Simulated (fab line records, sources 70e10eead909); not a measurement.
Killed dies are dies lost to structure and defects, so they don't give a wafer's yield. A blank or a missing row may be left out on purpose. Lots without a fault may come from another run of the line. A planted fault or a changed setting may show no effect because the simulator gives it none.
What tool caused it? | flow nand_harc | 14 lots, 42 wafers sampled, at 5 steps of a route of 1302

== WHAT THE GAUGES READ, wafer by wafer ==
NHARC_END_SORT_01. Usual: killed_at_array 57, standard deviation 20; killed_at_other 1.3, standard deviation 1.4; killed_at_periphery 3.4, standard deviation 2.4; killed_dies 61, standard deviation 19; killed_open 2.9, standard deviation 1.8; killed_short 2.5, standard deviation 1.6.
lot  | measured     | on        | killed_at_array | killed_at_other | killed_at_periphery | killed_dies | killed_open | killed_short | flag
L492 | day 29 18:42 | prober-01 | 120 115 126     | 2 3 3           | 2 2 3               | 124 120 132 | 3 2 0       | 2 2 1        | OFF
L494 | day 30 10:46 | prober-01 | 128 127 138     | 1 2 0           | 0 1 2               | 129 130 140 | 0 4 2       | 2 1 4        | OFF
L500 | day 33 02:34 | prober-02 | 59 55 61        | 0 1 1           | 1 1 2               | 60 57 64    | 3 2 3       | 2 0 2        |

== WHAT TOOL EACH LOT RAN ON (gives the tool, then ch and the chambers of the sampled wafers, and finally the start) ==
lot  | NHARC_A_ONON_D2_DEP_22           | NHARC_THIN_TSV_PRE_CLEAN_50             | NHARC_THIN_TSV_ANNEAL_52         | NHARC_THIN_TSV_PRE_CLEAN_54
L480 | pecvd_onon-03 ch 0, day 13 10:14 | pvd_sputter-01, day 24 11:58 or earlier | rtp_anneal-01 ch 0, day 24 11:58 | pvd_sputter-01, day 24 12:52
L481 | pecvd_onon-04 ch 0, day 13 10:14 | pvd_sputter-02, day 24 10:52 or earlier | rtp_anneal-01 ch 0, day 24 10:52 | pvd_sputter-02, day 24 11:46
L482 | pecvd_onon-04 ch 0, day 13 22:02 | pvd_sputter-03, day 25 00:59 or earlier | rtp_anneal-02 ch 0, day 25 00:59 | pvd_sputter-01, day 25 01:49
L483 | pecvd_onon-02 ch 0, day 14 06:25 | pvd_sputter-02, day 25 13:15 or earlier | rtp_anneal-01 ch 0, day 25 13:15 | pvd_sputter-02, day 25 14:09
L485 | pecvd_onon-03 ch 0, day 15 06:47 | pvd_sputter-03, day 26 16:34 or earlier | rtp_anneal-01 ch 0, day 26 16:34 | pvd_sputter-02, day 26 17:25
L492 | pecvd_onon-04 ch 0, day 17 18:26 | pvd_sputter-03, day 29 07:38 or earlier | rtp_anneal-02 ch 0, day 29 07:38 | pvd_sputter-03, day 29 08:31
L494 | pecvd_onon-04 ch 0, day 18 10:36 | pvd_sputter-01, day 29 22:28 or earlier | rtp_anneal-01 ch 0, day 29 22:28 | pvd_sputter-03, day 29 23:16
L495 | pecvd_onon-02 ch 0, day 19 08:19 | pvd_sputter-02, day 30 04:47 or earlier | rtp_anneal-01 ch 0, day 30 04:47 | pvd_sputter-03, day 30 05:37
L498 | pecvd_onon-03 ch 0, day 20 09:34 | pvd_sputter-03, day 31 04:42 or earlier | rtp_anneal-02 ch 0, day 31 04:42 | pvd_sputter-01, day 31 05:35
L499 | pecvd_onon-04 ch 0, day 20 16:07 | pvd_sputter-02, day 32 18:17 or earlier | rtp_anneal-01 ch 0, day 32 18:17 | pvd_sputter-02, day 32 19:02
L500 | pecvd_onon-02 ch 0, day 21 01:49 | pvd_sputter-02, day 32 16:51 or earlier | rtp_anneal-01 ch 0, day 32 16:51 | pvd_sputter-03, day 32 17:44
L501 | pecvd_onon-03 ch 0, day 21 17:07 | pvd_sputter-01, day 32 15:40 or earlier | rtp_anneal-01 ch 0, day 32 15:40 | pvd_sputter-03, day 32 16:26
L502 | pecvd_onon-03 ch 0, day 22 04:43 | pvd_sputter-02, day 33 05:22 or earlier | rtp_anneal-01 ch 0, day 33 05:22 | pvd_sputter-03, day 33 06:16
L503 | pecvd_onon-02 ch 0, day 22 11:04 | pvd_sputter-01, day 33 06:31 or earlier | rtp_anneal-01 ch 0, day 33 06:31 | pvd_sputter-01, day 33 07:18
- NHARC_A_ONON_D2_DEP_22: target thk 1000 nm.
- NHARC_THIN_TSV_PRE_CLEAN_50: time 30 s.
- NHARC_THIN_TSV_ANNEAL_52: time 90 s.
- NHARC_THIN_TSV_PRE_CLEAN_54: time 30 s.

== AS READ BY THE TOOLS THEMSELVES (means over the sampled wafers that have a number; for cases with no such wafer, the mark the record gives instead) ==
NHARC_THIN_TSV_PRE_CLEAN_50. Usual: heater_power_w at 396 W, with a standard deviation of 41.
lot  | tool           | heater_power_w (W) | flag
L480 | pvd_sputter-01 | 412                |
L481 | pvd_sputter-02 | 385                |
L482 | pvd_sputter-03 | 395                |
L483 | pvd_sputter-02 | 407                |
L485 | pvd_sputter-03 | 403                |
L492 | pvd_sputter-03 | 441                |
L494 | pvd_sputter-01 | 396                |
L495 | pvd_sputter-02 | 394                |
L498 | pvd_sputter-03 | 378                |
L499 | pvd_sputter-02 | 370                |
L500 | pvd_sputter-02 | 406                |
L501 | pvd_sputter-01 | 418                |
L502 | pvd_sputter-02 | 402                |
L503 | pvd_sputter-01 | 385                |

NHARC_THIN_TSV_ANNEAL_52. Usual: wafer_temp_C_max at 226.0, with a standard deviation of 0.31.
lot  | tool          | wafer_temp_C_max | flag
L480 | rtp_anneal-01 | 225.5            |
L481 | rtp_anneal-01 | 225.9            |
L482 | rtp_anneal-02 | 226.1            |
L483 | rtp_anneal-01 | 225.8            |
L485 | rtp_anneal-01 | 225.8            |
L492 | rtp_anneal-02 | 226.3            |
L494 | rtp_anneal-01 | 225.8            |
L495 | rtp_anneal-01 | 225.8            |
L498 | rtp_anneal-02 | 226.0            |
L499 | rtp_anneal-01 | 225.9            |
L500 | rtp_anneal-01 | 225.8            |
L501 | rtp_anneal-01 | 226.2            |
L502 | rtp_anneal-01 | 225.9            |
L503 | rtp_anneal-01 | 225.8            |

NHARC_THIN_TSV_PRE_CLEAN_54. Usual: heater_power_w at 396 W, with a standard deviation of 39.
lot  | tool           | heater_power_w (W) | flag
L480 | pvd_sputter-01 | 375                |
L481 | pvd_sputter-02 | 415                |
L482 | pvd_sputter-01 | 415                |
L483 | pvd_sputter-02 | 403                |
L485 | pvd_sputter-02 | 404                |
L492 | pvd_sputter-03 | 431                |
L494 | pvd_sputter-03 | 407                |
L495 | pvd_sputter-03 | 396                |
L498 | pvd_sputter-01 | 409                |
L499 | pvd_sputter-02 | 403                |
L500 | pvd_sputter-03 | 378                |
L501 | pvd_sputter-03 | 386                |
L502 | pvd_sputter-03 | 404                |
L503 | pvd_sputter-01 | 385                |

== THE ANSWER, worked out from the rows above alone ==
Rule: take the mean of a lot's wafers that have a number; if it is more than 3 standard deviations from the usual mean, the lot is off. Also off: a lot with no number at a reading for which 4 or more lots have one. Any other lot the step has rows for is counted as sound. Order of review: gauges by route order, followed by the tools' own readings, for which a lot's mean as printed above is used. At the first step where some lot is off, the reading lying furthest off is the one used; lots without a number count as furthest.
Off at NHARC_END_SORT_01 (killed_dies): L492, L494. Neither off nor sound, because the step has no rows for them: L480, L481, L482, L483, L485, L495, L498, L499, L501, L502, L503.
If a tool, at a process step before that reading, ran all the lots that are off and no sound lot after the first of them, it fits. Gauges at NHARC_END_SORT_01: tried the same way as those tools. Because NHARC_THIN_TSV_PRE_CLEAN_50 lacks a start for some lots, the hours and order of its lots are taken from NHARC_THIN_TSV_ANNEAL_52. This does not decide it: 2 tools fit, namely pecvd_onon-04 at NHARC_A_ONON_D2_DEP_22 and prober-01 at NHARC_END_SORT_01.

== WHAT THE SIMULATOR PUT IN ==
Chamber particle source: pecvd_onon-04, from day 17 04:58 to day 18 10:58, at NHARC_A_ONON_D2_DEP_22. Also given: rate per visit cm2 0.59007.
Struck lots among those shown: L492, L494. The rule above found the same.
